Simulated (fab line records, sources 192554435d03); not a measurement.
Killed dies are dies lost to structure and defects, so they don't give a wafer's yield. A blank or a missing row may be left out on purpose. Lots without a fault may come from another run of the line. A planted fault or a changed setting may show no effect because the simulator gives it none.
Split-lot experiment | flow n5_finfet | 7 lots, 39 wafers read, on a route of 1938 steps

THE SPLIT
At N5_BEOL_M8_TRENCH_ETCH_37 (etches SiCOH lowk in C4F6/O2, target depth 93.478 nm, time 31.2 s), the setting time_s was moved away from the recipe's 31.2 s on 15 of the 39 wafers read, by -60.0% to +49.3%. The other wafers ran this setting at the recipe's value.

FROM THE SPLIT TO THE READING: what the file shows between them, 8 steps
- N5_BEOL_M8_ETCH_41: etches SiCN in CH3F/O2, target depth 31.9 nm, time 57.8 s
- N5_BEOL_M8_STRIP_80: strips in N2/H2, time 10 s
- N5_BEOL_M8_OCD_MEAS_38
- N5_BEOL_M8_HM_STRIP_39: strips TiN in peroxide tin strip, target depth 25 nm, time 158 s
- N5_BEOL_M8_SRD_40: time 30 s
- N5_BEOL_M8_ECD_50: material Cu, target thk 300 nm
- N5_BEOL_M8_ANNEAL_51: time 90 s
- N5_BEOL_M8_CMP_52: polishes, stops on SiCOH lowk, t overpolish 6.9 s, target thk 80 nm

THE READING
M8_THK, in nm, at N5_BEOL_M8_THK_MEAS_53 (measures by xrf). Fault-free wafers of this fab line usually give 79.6 nm, standard deviation 2.4 nm.

wafer  | tool, chamber at the split | time_s as run, s | against the recipe | M8_THK, nm | against lot-mates on the recipe
L075.1 | rie_diel-05, 0             | 31.2             | recipe             | 79.7       | -
L075.4 | rie_diel-05, 3             | 31.2             | recipe             | 76.4       | -
L075.5 | rie_diel-05, 2             | 31.2             | recipe             | 79.2       | -
L077.1 | rie_diel-02, 3             | 31.2             | recipe             | 82.1       | -
L077.2 | rie_diel-02, 0             | 31.2             | recipe             | 84.2       | -
L077.3 | rie_diel-02, 1             | 17.43            | -44.1%             | 39.1       | -44.9
L077.4 | rie_diel-02, 2             | 17.43            | -44.1%             | 40.8       | -43.2
L077.5 | rie_diel-02, 3             | 17.43            | -44.1%             | 40.9       | -43.1
L077.6 | rie_diel-02, 0             | 31.2             | recipe             | 85.7       | -
L078.1 | rie_diel-06, 3             | 31.2             | recipe             | 76.6       | -
L078.2 | rie_diel-06, 1             | 31.2             | recipe             | 80.4       | -
L078.3 | rie_diel-06, 2             | 20.12            | -35.5%             | 47.4       | -31.8
L078.4 | rie_diel-06, 1             | 20.12            | -35.5%             | 47.2       | -32.0
L078.5 | rie_diel-06, 3             | 20.12            | -35.5%             | 44.5       | -34.7
L078.6 | rie_diel-06, 2             | 31.2             | recipe             | 80.6       | -
L079.1 | rie_diel-02, 0             | 12.48            | -60.0%             | 25.9       | -54.6
L079.2 | rie_diel-02, 3             | 12.48            | -60.0%             | 23.8       | -56.7
L079.3 | rie_diel-02, 2             | 31.2             | recipe             | 80.3       | -
L079.4 | rie_diel-02, 1             | 31.2             | recipe             | 80.4       | -
L079.5 | rie_diel-02, 0             | 12.48            | -60.0%             | 25.3       | -55.2
L079.6 | rie_diel-02, 1             | 31.2             | recipe             | 80.9       | -
L085.1 | rie_diel-02, 2             | 31.2             | recipe             | 76.3       | -
L085.2 | rie_diel-02, 1             | 31.2             | recipe             | 75.9       | -
L085.3 | rie_diel-02, 2             | 31.2             | recipe             | 76.8       | -
L085.4 | rie_diel-02, 1             | 31.2             | recipe             | 77.2       | -
L085.5 | rie_diel-02, 2             | 31.2             | recipe             | 75.7       | -
L085.6 | rie_diel-02, 1             | 31.2             | recipe             | 77.5       | -
L088.1 | rie_diel-02, 2             | 31.2             | recipe             | 80.8       | -
L088.2 | rie_diel-02, 3             | 31.2             | recipe             | 82.3       | -
L088.3 | rie_diel-02, 1             | 46.57            | +49.3%             | 126.4      | +45.3
L088.4 | rie_diel-02, 0             | 46.57            | +49.3%             | 128.1      | +47.0
L088.5 | rie_diel-02, 2             | 31.2             | recipe             | 80.3       | -
L088.6 | rie_diel-02, 1             | 46.57            | +49.3%             | 126.2      | +45.1
L091.1 | rie_diel-02, 2             | 40.67            | +30.4%             | 110.0      | +28.0
L091.2 | rie_diel-02, 1             | 31.2             | recipe             | 80.5       | -
L091.3 | rie_diel-02, 3             | 40.67            | +30.4%             | 110.3      | +28.3
L091.4 | rie_diel-02, 0             | 31.2             | recipe             | 83.2       | -
L091.5 | rie_diel-02, 1             | 40.67            | +30.4%             | 108.3      | +26.3
L091.6 | rie_diel-02, 0             | 31.2             | recipe             | 82.4       | -

THE FIT
A straight line over all 39 wafers: M8_THK changes by +0.932 nm for each +1% of time_s; r = +1.00; the points scatter about the line by 2.4 nm.
The same after taking each lot's own level away (the mean of its wafers on the recipe; 39 wafers): +0.936 nm for each +1%; r = +1.00; scatter 1.3 nm.
On that fit, the largest move of time_s shifts the reading by 56 nm.
The lots' own levels span 76.57 to 84.00 nm, that is 3.1 times the standard deviation above.
So the lot-to-lot level changes the slope little: the two slopes agree.
Check: with one of the wafers moved furthest among these (-60.0%) left out of the fit, the line predicts -56.6 nm for it against its lot-mates. It came out at -54.6 nm against them.

THE WHOLE CHAIN: every reading that the file lists as answering this split, in the file's order
step                      | what it does                                                        | reading                                                                          | change (the file's fit)                                                              | r (the file's)
N5_BEOL_M8_TRENCH_ETCH_37 | etches SiCOH lowk in C4F6/O2, target depth 93.478 nm, time 31.2 s   | BEOL_M8.feature_depth_nm (the simulator's own value, which no gauge read)        | +0.937 nm for each +1% of the setting                                                | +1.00
N5_BEOL_M8_TRENCH_ETCH_37 | etches SiCOH lowk in C4F6/O2, target depth 93.478 nm, time 31.2 s   | etch.depth_nm (the simulator's own value, which no gauge read)                   | +0.937 nm for each +1% of the setting                                                | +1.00
N5_BEOL_M8_TRENCH_ETCH_37 | etches SiCOH lowk in C4F6/O2, target depth 93.478 nm, time 31.2 s   | TiN_of_BEOL_M8_HM_DEP_02.thk_nm (the simulator's own value, which no gauge read) | -0.0258 nm for each +1% of the setting                                               | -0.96
N5_BEOL_M8_OCD_MEAS_38    |                                                                     | trench_depth_nm                                                                  | +0.94 nm for each +1% of the setting                                                 | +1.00
N5_BEOL_M8_CMP_52         | polishes, stops on SiCOH lowk, t overpolish 6.9 s, target thk 80 nm | Cu_of_BEOL_M8_ECD_50.thk_nm (the simulator's own value, which no gauge read)     | +0.933 nm for each +1% of the setting                                                | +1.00
N5_BEOL_M8_THK_MEAS_53    | measures by xrf                                                     | M8_THK                                                                           | +0.937 for each +1% of the setting                                                   | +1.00
N5_BEOL_M8_RS_MEAS_57     | measures by four-point-probe                                        | M8_RS                                                                            | not straight: 1.266 at the lowest setting, 0.286 at the recipe, 0.169 at the highest | not given

THE FILE'S OWN FIT
M8_THK changes by +0.937 nm for each +1% of time_s, r = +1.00.
